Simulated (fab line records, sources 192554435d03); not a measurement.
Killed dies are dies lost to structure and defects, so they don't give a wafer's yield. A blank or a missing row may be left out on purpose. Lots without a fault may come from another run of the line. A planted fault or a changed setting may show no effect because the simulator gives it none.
fab line records | flow n5_finfet
record lots=24 wafers=72 last_day=18
route steps=1938 shown BEOL_M6@1239 BEOL_M7@1264
lots that met no fault: from a run of the same line without faults
start_h: hours from the record's first day to the start of the lot's first wafer shown | wait_h: hours since the lot's step before | " the same as in the row above | L1.1+2: a row that stands for several wafers | - no value, or no start given | * or withheld: withheld | < > ~ a bound
route shown NAME@n: a module of which the file shows steps, and the number in the route of the first | usual: mean/standard deviation of fault-free wafers | same: alike in all rows | chamber/n: place in a boat | sites: the reading at each site | _std_site: their standard deviation | _edge_site: outer sites' mean less inner sites' | radius_mm: how far each site lies from the wafer's centre | mask NAME#n: copy n | behind: the tool/chamber that last shaped the wafer | hold: why the lot was held/for how many hours/how that ended | device: the transistor (n, p or np) that didn't switch | end of line: the same wafers' tests at the end of the route | a step without rows: its recipe alone | killed: dies lost to structure and defects at the first sort, not the wafer's yield | map: a wafer's dies, x killed, . not, _ none there
set.NAME: the setting as run; set.NAME@STEP: as run at that earlier step | model.NAME: the simulator's own value behind a step, which no gauge read
steps of the route over a sample of lots; a table a step, a row a wafer
services: from which hour (start_h, from the record's first day; less than 0 if before it) a tool's chamber was out of use, for how many hours, and why
## steps
# step N5_BEOL_M6_TRENCH_ETCH_37
# recipe chemistry=C4F6/O2 target_depth_a=944.35 target=SiCOH_lowk time_s=31.5 ion_energy_ev=250 pressure_mtorr=30 source_w=345 bias_w=185 Ar_flow_sccm=300 C4F6_flow_sccm=10 O2_flow_sccm=10
# usual chamber_pressure_mTorr=30.001/0.024 drypump_motor_current_A=5.7/0.36 oes_product_au=0.81/0.1 rf_vpp_V=657/17 showerhead_plenum_p_Torr=2.84/0.11 throttle_valve_pct=20.79/0.21
# columns lot.wafer tool chamber start_h wait_h chamber_pressure_mTorr drypump_motor_current_A oes_product_au rf_hours_counter_h rf_vpp_V showerhead_plenum_p_Torr throttle_valve_pct
L074.3 rie_diel-02 2 - - 29.990 5.6 0.68 242 632 2.80 21.07
L074.5 " 2 " " 29.993 5.6 0.69 - 633 2.80 21.05
L074.6 " 0 " " 29.963 6.2 0.69 - 630 2.73 20.87
L076.1 rie_diel-02 3 - - 30.009 6.5 0.67 213 646 2.84 20.83
L076.4 " 2 " " 29.962 5.6 0.68 245 633 2.80 21.07
L076.6 " 2 " " 30.045 5.6 0.68 - 632 2.80 21.07
L075.2 rie_diel-05 1 - - 29.987 6.1 0.75 161 666 2.94 20.96
L075.5 " 1 " " 30.002 6.1 0.76 - 666 2.94 20.96
L075.6 " 2 " " 29.988 5.5 0.72 - 665 2.59 20.68
L077.2 rie_diel-04 3 - - 30.027 6.0 0.93 19 675 2.80 20.55
L077.3 " 2 " " 29.963 5.3 0.67 249 649 2.80 21.17
L077.4 " 2 " " 30.003 5.3 0.67 - 648 2.80 21.18
L078.3 rie_diel-02 2 - - 30.005 5.6 0.67 249 633 2.79 21.08
L078.4 " 3 " " 30.030 6.6 0.68 217 647 2.84 20.84
L078.6 " 1 " " 29.985 5.9 0.91 - 682 2.89 20.44
L079.1 rie_diel-05 1 - - 30.041 6.1 0.74 170 666 2.94 20.96
L079.4 " 2 " " 30.039 5.5 0.72 - 665 2.59 20.69
L079.6 " 1 " " 29.996 6.1 0.74 - 667 2.94 20.97
L081.2 rie_diel-04 0 - - 30.015 5.6 0.83 67 672 2.99 20.87
L081.4 " 2 " " 29.985 5.3 0.66 - 647 2.80 21.19
L081.6 " 0 " " 29.983 5.6 0.84 - 669 2.99 20.88
L080.1 rie_diel-02 0 - - 30.012 6.2 0.67 231 630 2.72 20.88
L080.2 " 1 " " 29.967 5.9 0.89 29 683 2.88 20.45
L080.3 " 3 " " 29.997 6.6 0.67 226 645 2.84 20.86
L082.2 rie_diel-04 3 - - 30.001 6.1 0.90 33 675 2.80 20.58
L082.3 " 0 " " 29.964 5.6 0.83 72 670 2.99 20.88
L082.6 " 0 " " 29.979 5.6 0.83 - 670 2.99 20.87
L083.1 rie_diel-04 1 - - 29.959 5.4 0.69 224 656 2.93 20.73
L083.3 " 0 " " 29.990 5.6 0.82 77 670 2.99 20.88
L083.6 " 0 " " 30.010 5.6 0.82 - 671 2.99 20.87
L084.1 rie_diel-05 2 - - 29.998 5.5 0.70 196 664 2.59 20.71
L084.2 " 0 " " 29.951 5.2 0.89 31 619 2.93 20.54
L084.5 " 2 " " 30.004 5.4 0.70 - 666 2.59 20.71
L086.2 rie_diel-02 3 - - 29.999 6.5 0.66 234 645 2.84 20.86
L086.4 " 0 " " 30.023 6.1 0.67 242 632 2.72 20.92
L086.6 " 2 " " 29.961 5.6 0.93 - 632 2.79 20.70
L088.1 rie_diel-05 2 - - 30.009 5.5 0.71 201 666 2.58 20.73
L088.2 " 1 " " 30.025 6.2 0.74 186 668 2.93 21.00
L088.3 " 3 " " 29.993 5.5 0.89 45 646 2.81 21.25
L085.4 rie_diel-04 1 - - 29.991 5.4 0.68 232 655 2.93 20.75
L085.5 " 3 " " 29.993 6.0 0.88 - 674 2.79 20.58
L085.6 " 2 " " 29.974 5.3 0.97 - 648 2.79 20.81
L087.1 rie_diel-02 0 - - 29.994 6.2 0.65 246 630 2.72 20.91
L087.2 " 3 " " 29.959 6.6 0.66 238 645 2.83 20.88
L087.3 " 2 " " 29.988 5.6 0.91 13 630 2.79 20.70
L089.1 rie_diel-04 3 - - 29.998 6.0 0.88 50 675 2.79 20.61
L089.3 " 1 " " 30.001 5.4 0.69 236 655 2.93 20.75
L089.4 " 0 " " 29.988 5.6 0.81 89 670 2.98 20.91
L091.3 rie_diel-05 3 - - 30.006 5.6 0.87 53 649 2.81 21.27
L091.4 " 1 " " 30.009 6.1 0.73 195 666 2.93 21.01
L091.6 " 2 " " 30.002 5.4 0.70 - 665 2.58 20.75
L093.1 rie_diel-04 1 - - 29.986 5.5 0.68 246 656 2.92 20.76
L093.4 " 0 " " 29.998 5.6 0.80 99 671 2.98 20.91
L093.6 " 0 " " 30.018 5.6 0.80 - 670 2.98 20.91
L090.2 rie_diel-04 1 - - 30.028 5.5 0.66 247 655 2.92 20.76
L090.3 " 0 " " 29.997 5.6 0.79 100 671 2.97 20.90
L090.5 " 2 " " 29.988 5.3 0.92 - 648 2.79 20.81
L092.2 rie_diel-04 0 - - 30.041 5.6 0.80 104 670 2.97 20.93
L092.4 " 0 " " 30.044 5.6 0.80 - 670 2.97 20.93
L092.6 " 3 " " 29.979 6.1 0.85 - 674 2.78 20.63
L094.1 rie_diel-04 0 - - 29.965 5.6 0.80 107 670 2.97 20.93
L094.2 " 3 " " 29.982 6.0 0.84 68 673 2.78 20.62
L094.3 " 2 " " 30.000 5.3 0.91 25 647 2.78 20.83
L095.3 rie_diel-04 3 - - 29.996 6.0 0.84 70 673 2.78 20.61
L095.5 " 3 " " 29.994 6.1 0.84 - 672 2.78 20.64
L095.6 " 2 " " 29.997 5.3 0.90 - 646 2.78 20.82
L096.2 rie_diel-04 2 - - 30.001 5.3 0.91 30 648 2.78 20.82
L096.3 " 1 " " 29.986 5.4 0.98 1 654 2.92 20.45
L096.5 " 2 " " 30.045 5.3 0.90 - 648 2.78 20.83
L097.2 rie_diel-04 2 - - 30.021 5.3 0.89 32 647 2.78 20.85
L097.4 " 2 " " 30.000 5.4 0.90 - 649 2.78 20.86
L097.5 " 1 " " 30.013 5.5 0.96 - 656 2.92 20.45
# step N5_BEOL_M7_CURE_74
# recipe temp_c=385 time_s=240 ambient=He/Ar material=SiCOH_lowk
# usual lamp_power_pct=52.31/0.052 wafer_temp_C_max=386.8/0.59
# columns lot.wafer tool chamber start_h wait_h lamp_power_pct wafer_temp_C_max
L074.3 uv_cure-03 1 181.55 0.2 52.28 387.2
L074.5 " 1 " " 52.27 388.1
L074.6 " 1 " " 52.22 387.6
L076.1 uv_cure-02 0 194.31 0.0 52.20 386.5
L076.4 " 0 " " 52.42 386.9
L076.6 " 0 " " 52.25 386.4
L075.2 uv_cure-02 1 196.38 0.1 52.32 386.8
L075.5 " 1 " " 52.33 386.0
L075.6 " 1 " " 52.31 386.0
L077.2 uv_cure-03 1 199.48 0.1 52.32 387.5
L077.3 " 1 " " 52.39 388.0
L077.4 " 1 " " 52.38 387.8
L078.3 uv_cure-02 2 207.74 0.2 52.32 387.6
L078.4 " 2 " " 52.29 387.5
L078.6 " 2 " " 52.27 386.8
L079.1 uv_cure-01 2 216.84 0.0 52.28 386.7
L079.4 " 2 " " 52.21 386.6
L079.6 " 2 " " 52.37 386.0
L081.2 uv_cure-02 2 220.51 0.1 52.32 387.0
L081.4 " 2 " " 52.27 387.4
L081.6 " 2 " " 52.32 387.1
L080.1 uv_cure-02 2 227.07 0.0 52.27 387.5
L080.2 " 2 " " 52.40 387.3
L080.3 " 2 " " 52.30 388.0
L082.2 uv_cure-01 1 232.92 0.1 52.26 386.5
L082.3 " 1 " " 52.30 386.5
L082.6 " 1 " " 52.28 386.3
L083.1 uv_cure-03 2 241.35 0.0 52.27 387.7
L083.3 " 2 " " 52.36 386.9
L083.6 " 2 " " 52.25 386.8
L084.1 uv_cure-03 2 243.12 0.0 52.31 387.2
L084.2 " 2 " " 52.30 386.8
L084.5 " 2 " " 52.31 386.9
L086.2 uv_cure-02 1 259.07 0.1 52.28 385.8
L086.4 " 1 " " 52.38 385.9
L086.6 " 1 " " 52.29 385.7
L088.1 uv_cure-02 2 263.91 0.0 52.23 386.8
L088.2 " 2 " " 52.35 386.6
L088.3 " 2 " " 52.22 387.6
L085.4 uv_cure-03 2 264.77 0.3 52.38 386.9
L085.5 " 2 " " 52.31 387.4
L085.6 " 2 " " 52.26 387.5
L087.1 uv_cure-02 0 270.21 0.1 52.32 387.1
L087.2 " 0 " " 52.30 386.2
L087.3 " 0 " " 52.35 386.7
L089.1 uv_cure-02 0 275.49 0.0 52.26 387.0
L089.3 " 0 " " 52.31 386.8
L089.4 " 0 " " 52.24 386.3
L091.3 uv_cure-03 0 291.57 0.2 52.29 386.1
L091.4 " 0 " " 52.32 386.5
L091.6 " 0 " " 52.27 386.8
L093.1 uv_cure-01 2 301.10 0.0 52.37 386.4
L093.4 " 2 " " 52.35 386.4
L093.6 " 2 " " 52.26 386.8
L090.2 uv_cure-02 0 302.19 0.1 52.26 387.2
L090.3 " 0 " " 52.36 387.2
L090.5 " 0 " " 52.40 387.6
L092.2 uv_cure-01 0 312.36 0.1 52.30 386.4
L092.4 " 0 " " 52.32 386.4
L092.6 " 0 " " 52.29 386.0
L094.1 uv_cure-01 1 318.67 0.0 52.33 386.3
L094.2 " 1 " " 52.29 386.6
L094.3 " 1 " " 52.25 387.0
L095.3 uv_cure-03 2 323.48 0.2 52.25 386.8
L095.5 " 2 " " 52.26 387.6
L095.6 " 2 " " 52.33 386.7
L096.2 uv_cure-01 1 325.35 0.1 52.34 386.1
L096.3 " 1 " " 52.35 386.3
L096.5 " 1 " " 52.39 387.1
L097.2 uv_cure-03 0 332.38 0.2 52.38 386.5
L097.4 " 0 " " 52.26 386.2
L097.5 " 0 " " 52.36 385.7
# step N5_BEOL_M7_CD_MEAS_11
# recipe target_cd_nm=38.5 landing_energy_ev=500 detector=se_inlens polarity=opening
# usual cd_nm=38.5/0.51
# columns lot.wafer tool chamber start_h wait_h cd_nm
L074.3 cd_sem-01 0 182.94 - 37.9
L074.5 " 0 " " 37.9
L074.6 " 0 " " 38.1
L076.1 cd_sem-03 0 195.29 - 38.7
L076.4 " 0 " " 38.5
L076.6 " 0 " " 38.7
L075.2 cd_sem-01 0 197.98 - 38.0
L075.5 " 0 " " 38.4
L075.6 " 0 " " 37.4
L077.2 cd_sem-02 0 200.68 - 38.3
L077.3 " 0 " " 38.4
L077.4 " 0 " " 39.8
L078.3 cd_sem-01 0 210.98 - 38.5
L078.4 " 0 " " 38.2
L078.6 " 0 " " 38.3
L079.1 cd_sem-01 0 219.30 - 38.2
L079.4 " 0 " " 38.4
L079.6 " 0 " " 38.4
L081.2 cd_sem-02 0 224.11 - 39.1
L081.4 " 0 " " 39.4
L081.6 " 0 " " 39.3
L080.1 cd_sem-02 0 228.41 - 39.1
L080.2 " 0 " " 38.7
L080.3 " 0 " " 38.5
L082.2 cd_sem-03 0 235.37 - 38.3
L082.3 " 0 " " 39.4
L082.6 " 0 " " 38.8
L083.1 cd_sem-01 0 246.02 - 38.7
L083.3 " 0 " " 37.9
L083.6 " 0 " " 38.8
L084.1 cd_sem-01 0 246.55 - 39.3
L084.2 " 0 " " 38.6
L084.5 " 0 " " 38.2
L086.2 cd_sem-02 0 261.78 - 38.2
L086.4 " 0 " " 39.1
L086.6 " 0 " " 38.3
L088.1 cd_sem-01 0 266.60 - 37.6
L088.2 " 0 " " 38.7
L088.3 " 0 " " 37.7
L085.4 cd_sem-03 0 266.71 - 38.0
L085.5 " 0 " " 38.4
L085.6 " 0 " " 37.9
L087.1 cd_sem-01 0 272.54 - 38.6
L087.2 " 0 " " 38.4
L087.3 " 0 " " 39.3
L089.1 cd_sem-02 0 276.59 - 39.8
L089.3 " 0 " " 38.3
L089.4 " 0 " " 38.4
L091.3 cd_sem-01 0 293.57 - 38.3
L091.4 " 0 " " 38.0
L091.6 " 0 " " 37.9
L093.1 cd_sem-01 0 303.55 - 38.5
L093.4 " 0 " " 38.4
L093.6 " 0 " " 37.7
L090.2 cd_sem-02 0 303.72 - 38.5
L090.3 " 0 " " 38.5
L090.5 " 0 " " 38.0
L092.2 cd_sem-01 0 314.07 - 39.5
L092.4 " 0 " " 38.8
L092.6 " 0 " " 38.7
L094.1 cd_sem-03 0 323.13 - 38.7
L094.2 " 0 " " 39.2
L094.3 " 0 " " 37.9
L095.3 cd_sem-02 0 324.55 - 38.9
L095.5 " 0 " " 37.9
L095.6 " 0 " " 38.7
L096.2 cd_sem-02 0 326.67 - 39.0
L096.3 " 0 " " 38.8
L096.5 " 0 " " 39.0
L097.2 cd_sem-01 0 334.08 - 38.7
L097.4 " 0 " " 38.1
L097.5 " 0 " " 38.5
# step N5_BEOL_M7_STRIP_67
# recipe chemistry=CF4 resist=SiARC power_w=300 bias_power_w=75 pressure_mtorr=50 cf4_flow_sccm=150 rf_frequency_hz=6e+07
# usual chamber_pressure_mTorr=50.00/0.055 drypump_motor_current_A=5.9/0.47 oes_product_au=0.76/0.081 rf_vpp_V=271.1/1.6 showerhead_plenum_p_Torr=1.79/0.067 throttle_valve_pct=13.74/0.29
# columns lot.wafer tool chamber start_h wait_h chamber_pressure_mTorr drypump_motor_current_A oes_product_au rf_hours_counter_h rf_vpp_V showerhead_plenum_p_Torr throttle_valve_pct
L074.3 rie_diel-06 0 183.38 0.0 49.97 6.5 0.74 185 269.3 1.71 13.34
L074.5 " 0 " " 50.07 6.5 0.74 - 268.5 1.70 13.32
L074.6 " 1 " " 50.02 6.5 0.89 - 273.6 1.88 13.40
L076.1 rie_diel-01 2 195.66 0.0 50.02 5.4 0.73 189 272.0 1.84 13.67
L076.4 " 1 " " 50.06 5.5 0.98 0 272.0 1.83 13.46
L076.6 " 3 " " 50.01 5.4 0.76 - 271.2 1.82 14.01
L075.2 rie_diel-03 1 198.33 0.0 50.05 6.8 0.70 203 271.8 1.72 13.94
L075.5 " 0 " " 49.94 5.7 0.75 - 272.0 1.86 13.87
L075.6 " 1 " " 49.96 6.8 0.70 - 268.3 1.72 13.95
L077.2 rie_diel-01 3 202.40 0.0 49.99 5.4 0.76 147 270.9 1.82 14.01
L077.3 " 1 " " 50.00 5.5 0.96 4 271.6 1.83 13.47
L077.4 " 0 " " 49.92 5.5 0.70 230 271.8 1.79 13.97
L078.3 rie_diel-01 1 211.31 0.0 50.05 5.5 0.94 6 270.9 1.83 13.46
L078.4 " 0 " " 49.98 5.5 0.70 - 271.2 1.79 13.96
L078.6 " 1 " " 49.90 5.5 0.96 - 272.2 1.83 13.48
L079.1 rie_diel-03 2 219.62 0.0 50.03 6.2 0.69 215 270.6 1.88 14.01
L079.4 " 1 " " 50.06 6.8 0.69 211 266.8 1.71 13.98
L079.6 " 0 " " 50.01 5.7 0.75 - 273.2 1.85 13.88
L081.2 rie_diel-03 2 224.43 0.0 49.91 6.2 0.67 216 271.3 1.87 14.02
L081.4 " 3 " " 49.96 5.8 0.77 126 268.6 1.71 13.23
L081.6 " 0 " " 50.05 5.8 0.74 - 272.4 1.85 13.91
L080.1 rie_diel-03 0 228.74 0.0 50.09 5.7 0.75 172 272.3 1.85 13.92
L080.2 " 2 " " 50.09 6.2 0.69 218 272.0 1.87 14.04
L080.3 " 3 " " 50.08 5.8 0.76 128 270.2 1.71 13.23
L082.2 rie_diel-06 2 235.69 0.0 50.03 5.6 0.95 3 270.2 1.75 13.52
L082.3 " 0 " " 50.00 6.6 0.74 201 267.9 1.70 13.36
L082.6 " 0 " " 50.01 6.5 0.74 - 268.8 1.70 13.36
L083.1 rie_diel-01 2 246.35 0.0 50.07 5.5 0.72 206 272.1 1.83 13.72
L083.3 " 0 " " 49.94 5.5 0.69 244 269.1 1.78 13.98
L083.6 " 3 " " 50.04 5.4 0.76 - 271.3 1.82 14.04
L084.1 rie_diel-03 2 246.92 0.0 50.00 6.2 0.68 223 271.8 1.87 14.04
L084.2 " 3 " " 50.02 5.8 0.76 134 271.8 1.71 13.24
L084.5 " 2 " " 50.02 6.2 0.68 - 272.6 1.87 14.03
L086.2 rie_diel-01 0 262.11 0.0 50.04 5.5 0.69 248 270.4 1.78 14.00
L086.4 " 1 " " 50.03 5.5 0.90 21 273.4 1.83 13.51
L086.6 " 3 " " 49.94 5.4 0.74 - 271.8 1.82 14.06
L088.1 rie_diel-03 0 266.93 0.0 49.98 5.7 0.74 182 272.6 1.85 13.93
L088.2 " 3 " " 50.10 5.8 0.76 138 270.5 1.71 13.26
L088.3 " 2 " " 49.92 6.2 0.68 228 271.4 1.87 14.06
L085.4 rie_diel-01 2 267.04 0.0 50.00 5.4 0.71 212 272.4 1.83 13.74
L085.5 " 3 " " 49.99 5.4 0.75 - 271.5 1.82 14.03
L085.6 " 0 " " 50.05 5.5 0.69 - 271.6 1.78 14.00
L087.1 rie_diel-03 1 272.87 0.0 49.92 6.8 0.68 225 271.0 1.71 14.01
L087.2 " 0 " " 49.89 5.7 0.73 183 271.6 1.85 13.92
L087.3 " 3 " " 50.06 5.8 0.75 140 270.2 1.71 13.25
L089.1 rie_diel-03 0 277.15 0.0 50.06 5.7 0.74 184 272.4 1.85 13.95
L089.3 " 2 " " 50.02 6.2 0.68 231 272.0 1.87 14.06
L089.4 " 1 " " 49.93 6.8 0.68 227 269.2 1.71 14.00
L091.3 rie_diel-01 2 293.89 0.0 50.00 5.4 0.71 222 272.9 1.83 13.76
L091.4 " 2 " " 49.98 5.4 0.70 - 271.6 1.83 13.78
L091.6 " 3 " " 49.99 5.4 0.74 - 271.0 1.82 14.09
L093.1 rie_diel-06 1 303.90 0.0 49.99 6.5 0.84 69 274.2 1.87 13.47
L093.4 " 3 " " 50.01 5.9 0.74 163 266.9 1.65 13.39
L093.6 " 2 " " 49.98 5.6 0.89 - 272.1 1.74 13.56
L090.2 rie_diel-03 2 304.05 0.0 50.05 6.2 0.68 238 271.1 1.87 14.06
L090.3 " 3 " " 50.01 5.8 0.75 149 268.7 1.71 13.27
L090.5 " 0 " " 50.01 5.8 0.74 - 273.3 1.85 13.94
L092.2 rie_diel-01 2 314.40 0.0 50.01 5.4 0.70 230 272.3 1.83 13.76
L092.4 " 0 " " 49.99 5.5 0.97 2 270.3 1.78 13.46
L092.6 " 0 " " 50.05 5.5 0.96 - 272.0 1.78 13.45
L094.1 rie_diel-01 0 323.45 0.0 50.02 5.5 0.95 5 271.8 1.78 13.44
L094.2 " 3 " " 49.97 5.4 0.73 182 271.3 1.81 14.10
L094.3 " 1 " " 49.94 5.5 0.87 41 273.5 1.82 13.57
L095.3 rie_diel-06 0 324.88 0.0 50.01 6.6 0.71 229 269.8 1.69 13.44
L095.5 " 2 " " 50.07 5.7 0.89 - 270.8 1.74 13.58
L095.6 " 3 " " 50.02 5.8 0.74 - 267.2 1.65 13.41
L096.2 rie_diel-03 2 326.99 0.0 50.01 6.2 0.66 244 273.6 1.87 14.09
L096.3 " 0 " " 49.96 5.8 0.72 199 272.4 1.84 13.97
L096.5 " 2 " " 49.85 6.2 0.67 - 271.5 1.87 14.07
L097.2 rie_diel-03 0 334.40 0.0 49.99 5.7 0.72 202 270.9 1.84 13.98
L097.4 " 2 " " 50.02 6.2 0.67 246 271.6 1.87 14.09
L097.5 " 1 " " 49.94 6.7 0.67 - 268.0 1.71 14.03
# step N5_BEOL_M7_CD_MEAS_28
# recipe target_cd_nm=40 landing_energy_ev=500 detector=se_inlens
# usual cd_nm=39.90/0.26
# columns lot.wafer tool chamber start_h wait_h cd_nm
L074.3 cd_sem-02 0 184.81 - 39.87
L074.5 " 0 " " 40.09
L074.6 " 0 " " 39.87
L076.1 cd_sem-03 0 196.98 - 39.95
L076.4 " 0 " " 39.89
L076.6 " 0 " " 39.95
L075.2 cd_sem-02 0 199.07 - 39.95
L075.5 " 0 " " 39.53
L075.6 " 0 " " 39.82
L077.2 cd_sem-03 0 203.14 - 39.77
L077.3 " 0 " " 40.03
L077.4 " 0 " " 39.52
L078.3 cd_sem-01 0 211.85 - 39.99
L078.4 " 0 " " 40.14
L078.6 " 0 " " 40.43
L079.1 cd_sem-01 0 222.83 - 39.50
L079.4 " 0 " " 39.94
L079.6 " 0 " " 40.18
L081.2 cd_sem-01 0 225.06 - 40.27
L081.4 " 0 " " 40.33
L081.6 " 0 " " 39.86
L080.1 cd_sem-03 0 230.98 - 40.24
L080.2 " 0 " " 39.52
L080.3 " 0 " " 39.63
L082.2 cd_sem-02 0 237.70 - 39.78
L082.3 " 0 " " 40.23
L082.6 " 0 " " 39.89
L083.1 cd_sem-03 0 246.97 - 40.07
L083.3 " 0 " " 39.96
L083.6 " 0 " " 40.10
L084.1 cd_sem-03 0 249.33 - 39.48
L084.2 " 0 " " 39.78
L084.5 " 0 " " 39.41
L086.2 cd_sem-03 0 262.70 - 40.26
L086.4 " 0 " " 40.08
L086.6 " 0 " " 40.37
L085.4 cd_sem-03 0 268.83 - 39.38
L085.5 " 0 " " 39.81
L085.6 " 0 " " 40.08
L088.1 cd_sem-02 0 268.88 - 40.02
L088.2 " 0 " " 40.03
L088.3 " 0 " " 40.07
L087.1 cd_sem-02 0 273.62 - 39.93
L087.2 " 0 " " 39.87
L087.3 " 0 " " 39.93
L089.1 cd_sem-02 0 277.80 - 39.58
L089.3 " 0 " " 39.83
L089.4 " 0 " " 39.72
L091.3 cd_sem-01 0 295.55 - 39.98
L091.4 " 0 " " 40.14
L091.6 " 0 " " 39.52
L090.2 cd_sem-03 0 305.23 - 39.61
L090.3 " 0 " " 39.70
L090.5 " 0 " " 39.68
L093.1 cd_sem-03 0 305.39 - 39.74
L093.4 " 0 " " 40.00
L093.6 " 0 " " 39.91
L092.2 cd_sem-02 0 316.50 - 39.87
L092.4 " 0 " " 39.70
L092.6 " 0 " " 39.88
L094.1 cd_sem-01 0 324.96 - 40.02
L094.2 " 0 " " 39.95
L094.3 " 0 " " 40.23
L095.3 cd_sem-02 0 325.62 - 39.77
L095.5 " 0 " " 39.77
L095.6 " 0 " " 39.65
L096.2 cd_sem-03 0 329.34 - 39.89
L096.3 " 0 " " 39.72
L096.5 " 0 " " 39.99
L097.2 cd_sem-01 0 337.33 - 39.29
L097.4 " 0 " " 39.60
L097.5 " 0 " " 39.69
# step N5_BEOL_M7_OVL_MEAS_29
# recipe points_per_wafer=522
# usual V6_OVL=-0.2/0.6
# columns lot.wafer tool chamber start_h wait_h V6_OVL[nm]
L074.3 overlay-02 0 184.85 0.0 -0.8
L074.5 " 0 " " -0.6
L074.6 " 0 " " -0.6
L076.1 overlay-01 0 197.01 0.0 0.1
L076.4 " 0 " " -0.3
L076.6 " 0 " " -1.0
L075.2 overlay-01 0 199.11 0.0 0.5
L075.5 " 0 " " -1.2
L075.6 " 0 " " -0.4
L077.2 overlay-01 0 203.17 0.0 -0.4
L077.3 " 0 " " -0.3
L077.4 " 0 " " -0.5
L078.3 overlay-02 0 211.89 0.0 1.3
L078.4 " 0 " " -0.5
L078.6 " 0 " " 0.1
L079.1 overlay-01 0 222.86 0.0 0.3
L079.4 " 0 " " 0.4
L079.6 " 0 " " -0.9
L081.2 overlay-02 0 225.09 0.0 -0.4
L081.4 " 0 " " -0.7
L081.6 " 0 " " 0.4
L080.1 overlay-01 0 231.01 0.0 -0.2
L080.2 " 0 " " 0.2
L080.3 " 0 " " -0.1
L082.2 overlay-01 0 237.74 0.0 -0.6
L082.3 " 0 " " -0.2
L082.6 " 0 " " 0.3
L083.1 overlay-02 0 247.00 0.0 -1.0
L083.3 " 0 " " 0.0
L083.6 " 0 " " -0.6
L084.1 overlay-02 0 249.36 0.0 -0.6
L084.2 " 0 " " 0.4
L084.5 " 0 " " -0.1
L086.2 overlay-01 0 262.73 0.0 0.6
L086.4 " 0 " " 0.6
L086.6 " 0 " " 0.4
L085.4 overlay-01 0 268.87 0.0 -0.3
L085.5 " 0 " " 0.1
L085.6 " 0 " " -0.6
L088.1 overlay-02 0 268.91 0.0 -0.8
L088.2 " 0 " " -1.1
L088.3 " 0 " " -0.1
L087.1 overlay-02 0 273.65 0.0 -1.2
L087.2 " 0 " " 0.4
L087.3 " 0 " " -0.7
L089.1 overlay-01 0 277.84 0.0 -0.7
L089.3 " 0 " " 0.1
L089.4 " 0 " " 1.1
L091.3 overlay-02 0 295.59 0.0 -0.7
L091.4 " 0 " " -0.4
L091.6 " 0 " " -0.7
L090.2 overlay-01 0 305.26 0.0 1.6
L090.3 " 0 " " 0.1
L090.5 " 0 " " -0.2
L093.1 overlay-01 0 305.42 0.0 -0.2
L093.4 " 0 " " -0.3
L093.6 " 0 " " -0.5
L092.2 overlay-02 0 316.54 0.0 0.2
L092.4 " 0 " " -0.3
L092.6 " 0 " " 0.1
L094.1 overlay-02 0 324.99 0.0 0.5
L094.2 " 0 " " 0.3
L094.3 " 0 " " 0.5
L095.3 overlay-02 0 325.66 0.0 0.8
L095.5 " 0 " " -0.9
L095.6 " 0 " " -0.2
L096.2 overlay-02 0 329.37 0.0 0.0
L096.3 " 0 " " 0.2
L096.5 " 0 " " -0.1
L097.2 overlay-01 0 337.36 0.0 0.1
L097.4 " 0 " " -0.4
L097.5 " 0 " " -0.1
## services
# columns tool chamber start_h hours kind
rie_diel-05 - 164.14 0.3 repair
rie_diel-05 - 171.64 2.2 repair
rie_diel-02 3 173.21 5.4 repair
rie_diel-04 1 175.48 62.1 repair
uv_cure-02 - 181.11 2.1 pm
uv_cure-02 - 187.43 5.1 repair
uv_cure-01 - 201.01 7.5 pm
rie_diel-05 3 201.47 13.7 repair
rie_diel-01 3 207.40 19.4 repair
uv_cure-03 - 217.24 7.5 pm
rie_diel-05 2 219.41 2.6 repair
rie_diel-02 3 230.91 5.1 repair
uv_cure-02 - 241.18 2.8 pm
uv_cure-01 - 241.66 2.1 pm
uv_cure-01 - 261.58 15.1 repair
rie_diel-05 - 291.28 14.6 pm
rie_diel-01 1 293.98 4.3 repair
uv_cure-01 - 296.75 2.6 repair
rie_diel-03 - 297.78 2.8 pm
rie_diel-04 3 317.19 18.4 repair
uv_cure-03 - 319.69 1.0 pm
uv_cure-02 - 320.20 7.5 pm
rie_diel-02 2 328.01 2.4 repair
rie_diel-01 - 333.66 2.8 pm
## key
fault none
